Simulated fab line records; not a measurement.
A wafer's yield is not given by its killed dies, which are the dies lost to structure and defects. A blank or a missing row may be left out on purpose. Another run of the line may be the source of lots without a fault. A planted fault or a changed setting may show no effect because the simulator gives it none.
Matching of chambers    flow n5-finfet    4 sister chambers for N5_FIN_SAQP_SPACER2_ALD_28 on ald-sin-02
The step deposits SiO2, target thk 8.1 nm, pulse time 1 s, purge time 2 s. 8 wafers are shown with their chamber, then 10 later ones without.

## WAFERS, EACH WITH ITS CHAMBER
wafer   chamber  heater-power-w (W)  precursor-pulse-height-rel
L081.1  0        511                 0.991
L081.2  1        488                 1.012
L081.5  2        459                 0.987
L083.1  1        493                 1.004
L083.2  0        509                 1.015
L083.3  3        408                 0.971
L083.4  2        450                 1.014
L083.5  3        407                 1.026

## WAFERS WHOSE CHAMBER IS MISSING
wafer   heater-power-w (W)  precursor-pulse-height-rel
L083.6  514                 1.009
L089.1  442                 0.987
L089.3  515                 1.011
L089.4  487                 1.001
L090.1  403                 0.993
L090.2  516                 1.010
L090.3  495                 1.054
L094.3  500                 1.020
L094.4  442                 1.004
L094.6  403                 0.957

## CHAMBER TAKEN BY EACH
wafer   from the rows above      in truth
L083.6  0                        0
L089.1  2                        2
L089.3  0                        0
L089.4  1                        1
L090.1  3                        3
L090.2  0                        0
L090.3  1                        1
L094.3  can't be placed: 1 or 0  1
L094.4  2                        2
L094.6  3                        3
Correct placement for 9 of the 10. These rows do not allow placing 1 (true chamber among the candidates in 1). Number placed wrongly: 0.
How it was worked out, from the rows above alone: a wafer's distance from a chamber is the root of the sum, over the readings, of the square of ((its reading less the chamber's mean) divided by the reading's scatter). If the next closest chamber is less than 2 further off than the closest, the wafer can't be placed; otherwise it belongs to the closest. A chamber's mean is the mean of its shown wafers. The scatter: take each reading less its chamber's mean, square it, sum over the shown wafers, divide by the number of wafers less the number of chambers, and take the root.
